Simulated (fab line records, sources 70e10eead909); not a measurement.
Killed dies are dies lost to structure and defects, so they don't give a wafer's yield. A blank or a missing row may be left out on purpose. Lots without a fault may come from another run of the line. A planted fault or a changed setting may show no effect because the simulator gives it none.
Chamber matching | flow nand_harc | NHARC_P_M2_DEP_33 on pecvd-03: 3 sister chambers
The step deposits SiCN, target thk 30 nm. 6 wafers are shown with their chamber, then 7 later ones without.

WAFERS WITH THEIR CHAMBER
wafer  | chamber | heater_power_w (W)
L542.6 | 0       | 449
L545.4 | 2       | 654
L545.5 | 0       | 451
L545.6 | 1       | 557
L551.1 | 2       | 568
L551.2 | 1       | 608

WAFERS WITHOUT THEIR CHAMBER
wafer  | heater_power_w (W)
L551.5 | 571
L556.1 | 490
L556.2 | 466
L556.3 | 625
L562.2 | 602
L562.5 | 506
L562.6 | 562

WHICH CHAMBER EACH WENT THROUGH
wafer  | from the rows above          | in truth
L551.5 | can't be placed: 1 or 2      | 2
L556.1 | can't be placed: 0 or 1 or 2 | 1
L556.2 | 0                            | 0
L556.3 | can't be placed: 2 or 1      | 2
L562.2 | can't be placed: 2 or 1      | 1
L562.5 | can't be placed: 0 or 1 or 2 | 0
L562.6 | can't be placed: 1 or 2      | 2
Placed correctly: 1 of 7. Can't be placed from these rows: 6 (the true chamber is among the candidates in 6). Placed wrongly: 0.
How it was worked out, from the rows above alone: a wafer's distance from a chamber is the root of the sum, over the readings, of the square of ((its reading less the chamber's mean) divided by the reading's scatter). The wafer belongs to the nearest chamber; if the next one is less than 2 further off, it can't be placed. A chamber's mean is the mean of its shown wafers. The scatter: the root of (the sum of the squares of (reading less its chamber's mean) over the shown wafers, divided by (wafers less chambers)).
